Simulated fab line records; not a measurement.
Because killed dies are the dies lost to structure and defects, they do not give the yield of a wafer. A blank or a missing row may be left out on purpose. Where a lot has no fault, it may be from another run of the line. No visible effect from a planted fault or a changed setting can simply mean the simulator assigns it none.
Which tool is to blame? | flow nandHarc | 72 wafers from 24 lots sampled at 4 of the route's 1302 steps

== WHAT THE GAUGES READ, wafer by wafer ==
NHARC_P_M2_INSPECT_11. Usual: rawDefectCount at 5.0, with a standard deviation of 2.5.
lot  | measured     | on               | rawDefectCount | flag
L074 | day 6 09:41  | defectInspect-01 | 1 3 4          | 
L075 | day 7 00:41  | defectInspect-02 | 3 6 4          | 
L076 | day 7 01:22  | defectInspect-01 | 3 4 6          | 
L077 | day 7 15:57  | defectInspect-01 | 9 5 2          | 
L078 | day 7 23:31  | defectInspect-01 | 9 3 4          | 
L079 | day 8 15:44  | defectInspect-02 | 3 5 5          | 
L080 | day 9 01:25  | defectInspect-01 | 4 2 6          | 
L081 | day 9 13:31  | defectInspect-02 | 3 9 12         | 
L082 | day 10 02:17 | defectInspect-01 | 4 7 3          | 
L083 | day 10 09:34 | defectInspect-01 | 4 8 5          | 
L084 | day 11 00:31 | defectInspect-02 | 2 7 6          | 
L086 | day 11 08:18 | defectInspect-01 | 2 6 2          | 
L085 | day 11 08:44 | defectInspect-01 | 4 8 2          | 
L087 | day 11 19:53 | defectInspect-01 | 4 4 3          | 
L088 | day 12 12:24 | defectInspect-02 | 7 6 5          | 
L089 | day 12 22:53 | defectInspect-01 | 5 5 4          | 
L090 | day 13 02:38 | defectInspect-01 | 5 9 6          | 
L091 | day 13 15:35 | defectInspect-01 | 8 9 12         | 
L092 | day 14 00:27 | defectInspect-01 | 5 5 8          | 
L093 | day 14 01:02 | defectInspect-01 | 6 2 1          | 
L094 | day 14 14:49 | defectInspect-01 | 3 6 8          | 
L095 | day 15 01:09 | defectInspect-02 | 5 10 12        | 
L096 | day 15 10:04 | defectInspect-02 | 4 1 5          | 
L097 | day 16 01:13 | defectInspect-02 | 6 6 2          | 

NHARC_P_BONDPAD_THK_MEAS_33: measures by ellipsometry. Usual: thkNm at 200.1 nm, with a standard deviation of 1.7.
lot  | measured     | on           | thkNm (nm)        | flag
L074 | day 6 13:35  | filmMetro-02 | 196.5 201.9 200.6 | 
L075 | day 7 04:33  | filmMetro-02 | 200.8 204.1 200.4 | 
L076 | day 7 05:12  | filmMetro-01 | 198.2 199.6 197.6 | 
L077 | day 7 19:51  | filmMetro-01 | 198.9 202.4 198.6 | 
L078 | day 8 03:23  | filmMetro-02 | 200.8 200.4 200.9 | 
L079 | day 8 19:43  | filmMetro-01 | 198.7 197.5 198.2 | 
L080 | day 9 05:16  | filmMetro-02 | 199.8 199.3 198.6 | 
L081 | day 9 17:23  | filmMetro-01 | 199.2 201.3 197.1 | 
L082 | day 10 06:15 | filmMetro-02 | 199.7 199.4 199.1 | 
L083 | day 10 13:28 | filmMetro-02 | 198.2 200.0 202.1 | 
L084 | day 11 04:22 | filmMetro-02 | 200.0 199.1 200.1 | 
L086 | day 11 12:11 | filmMetro-02 | 202.2 200.2 202.4 | 
L085 | day 11 12:40 | filmMetro-02 | 200.8 196.6 202.8 | 
L087 | day 11 23:45 | filmMetro-01 | 198.6 202.0 199.0 | 
L088 | day 12 16:43 | filmMetro-02 | 199.5 199.9 200.8 | 
L089 | day 13 03:46 | filmMetro-02 | 197.5 200.6 198.2 | 
L090 | day 13 07:20 | filmMetro-01 | 197.2 199.2 203.3 | 
L091 | day 13 19:33 | filmMetro-01 | 202.5 201.6 201.7 | 
L092 | day 14 04:27 | filmMetro-02 | 197.8 198.6 198.1 | 
L093 | day 14 04:55 | filmMetro-02 | 200.0 200.6 200.1 | 
L094 | day 14 18:52 | filmMetro-01 | 197.9 200.5 203.8 | 
L095 | day 15 05:01 | filmMetro-01 | 199.6 200.7 201.7 | 
L096 | day 15 13:54 | filmMetro-01 | 198.4 200.6 199.5 | 
L097 | day 16 05:03 | filmMetro-01 | 198.4 198.7 201.2 | 

NHARC_P_BONDPAD_CD_MEAS_09 targets a cd of 500 nm. Usual: cdNm at 499.3 nm, with a standard deviation of 1.7.
lot  | measured     | on       | cdNm (nm)         | flag
L074 | day 6 14:10  | cdSem-01 | 498.1 498.7 499.9 | 
L075 | day 7 05:07  | cdSem-01 | 502.5 499.6 497.4 | 
L076 | day 7 05:46  | cdSem-03 | 497.7 501.5 500.2 | 
L077 | day 7 20:18  | cdSem-03 | 499.8 503.6 500.6 | 
L078 | day 8 03:57  | cdSem-02 | 499.3 499.5 497.9 | 
L079 | day 8 20:09  | cdSem-02 | 500.3 498.5 497.8 | 
L080 | day 9 05:50  | cdSem-02 | 498.2 497.6 500.8 | 
L081 | day 9 17:57  | cdSem-01 | 498.1 497.9 496.9 | 
L082 | day 10 06:42 | cdSem-01 | 498.3 500.2 499.4 | 
L083 | day 10 13:55 | cdSem-02 | 498.2 498.7 499.3 | 
L084 | day 11 04:56 | cdSem-01 | 498.6 500.4 500.9 | 
L086 | day 11 12:45 | cdSem-01 | 499.7 500.6 499.0 | 
L085 | day 11 13:14 | cdSem-01 | 497.5 499.4 497.7 | 
L087 | day 12 00:11 | cdSem-03 | 500.9 498.2 496.4 | 
L088 | day 12 17:10 | cdSem-03 | 495.3 497.4 497.6 | 
L089 | day 13 04:20 | cdSem-03 | 500.9 498.4 498.5 | 
L090 | day 13 07:55 | cdSem-03 | 496.6 499.0 496.1 | 
L091 | day 13 20:07 | cdSem-02 | 500.1 500.3 497.4 | 
L092 | day 14 05:01 | cdSem-02 | 501.6 499.0 498.6 | 
L093 | day 14 05:28 | cdSem-02 | 502.1 499.3 501.6 | 
L094 | day 14 19:26 | cdSem-03 | 499.4 498.3 498.0 | 
L095 | day 15 05:27 | cdSem-01 | 499.2 502.0 499.2 | 
L096 | day 15 14:28 | cdSem-01 | 499.8 502.8 502.3 | 
L097 | day 16 05:30 | cdSem-02 | 499.9 497.7 500.6 | 

== WHAT TOOL EACH LOT RAN ON (gives the tool, then ch and the chambers of the sampled wafers, and finally the start) ==
lot  | NHARC_P_M2_PRE_CLEAN_32
L074 | pecvd-03 ch 0,2, day 6 12:27
L075 | pecvd-04 ch 0,1, day 7 03:26
L076 | pecvd-03 ch 1,2, day 7 04:03
L077 | pecvd-01 ch 0,1,2, day 7 18:43
L078 | pecvd-04 ch 0,2, day 8 02:14
L079 | pecvd-01 ch 0,1,2, day 8 18:34
L080 | pecvd-01 ch 0,1,2, day 9 04:08
L081 | pecvd-01 ch 0,1, day 9 16:14
L082 | pecvd-03 ch 0,1,2, day 10 05:07
L083 | pecvd-03 ch 0,1, day 10 12:21
L084 | pecvd-03 ch 0,1,2, day 11 03:13
L086 | pecvd-01 ch 0,1, day 11 11:02
L085 | pecvd-04 ch 1,2, day 11 11:33
L087 | pecvd-01 ch 0,2, day 11 22:37
L088 | pecvd-03 ch 0,1,2, day 12 15:34
L089 | pecvd-03 ch 1,2, day 13 02:38
L090 | pecvd-04 ch 0,1,2, day 13 06:01
L091 | pecvd-03 ch 1,2, day 13 18:24
L092 | pecvd-03 ch 0,1,2, day 14 03:18
L093 | pecvd-03 ch 0,1,2, day 14 03:47
L094 | pecvd-04 ch 0,2, day 14 17:32
L095 | pecvd-01 ch 0,1, day 15 03:53
L096 | pecvd-03 ch 0,1, day 15 12:45
L097 | pecvd-04 ch 0,1,2, day 16 03:55
- NHARC_P_M2_PRE_CLEAN_32: time 12 s.

== AS READ BY THE TOOLS THEMSELVES (means over the sampled wafers that have a number; for cases with no such wafer, the mark the record gives instead) ==
NHARC_P_M2_PRE_CLEAN_32. Usual: heaterPowerW at 637 W, with a standard deviation of 86.
lot  | tool     | heaterPowerW (W) | flag
L074 | pecvd-03 | 680              | 
L075 | pecvd-04 | 592              | 
L076 | pecvd-03 | 572              | 
L077 | pecvd-01 | 608              | 
L078 | pecvd-04 | 592              | 
L079 | pecvd-01 | 597              | 
L080 | pecvd-01 | 625              | 
L081 | pecvd-01 | 616              | 
L082 | pecvd-03 | 708              | 
L083 | pecvd-03 | 717              | 
L084 | pecvd-03 | 681              | 
L086 | pecvd-01 | 655              | 
L085 | pecvd-04 | 591              | 
L087 | pecvd-01 | 586              | 
L088 | pecvd-03 | 681              | 
L089 | pecvd-03 | 603              | 
L090 | pecvd-04 | 575              | 
L091 | pecvd-03 | 657              | 
L092 | pecvd-03 | 687              | 
L093 | pecvd-03 | 661              | 
L094 | pecvd-04 | 548              | 
L095 | pecvd-01 | 613              | 
L096 | pecvd-03 | 696              | 
L097 | pecvd-04 | 585              | 

== THE ANSWER, worked out from the rows above alone ==
Rule: a lot is off if the mean of its wafers that have a number lies more than 3 standard deviations from the usual mean. Also off: a lot with no number at a reading for which 4 or more lots have one. The other lots that the step has rows for count as sound. The gauges are gone through in route order, then the tools' own readings, and for those a lot's mean is taken as printed above. At the first step where some lot is off, the reading lying furthest off is the one used; lots without a number count as furthest.
Nothing can be told from this: no lot is off at any reading shown.

== WHAT WAS PUT IN BY THE SIMULATOR ==
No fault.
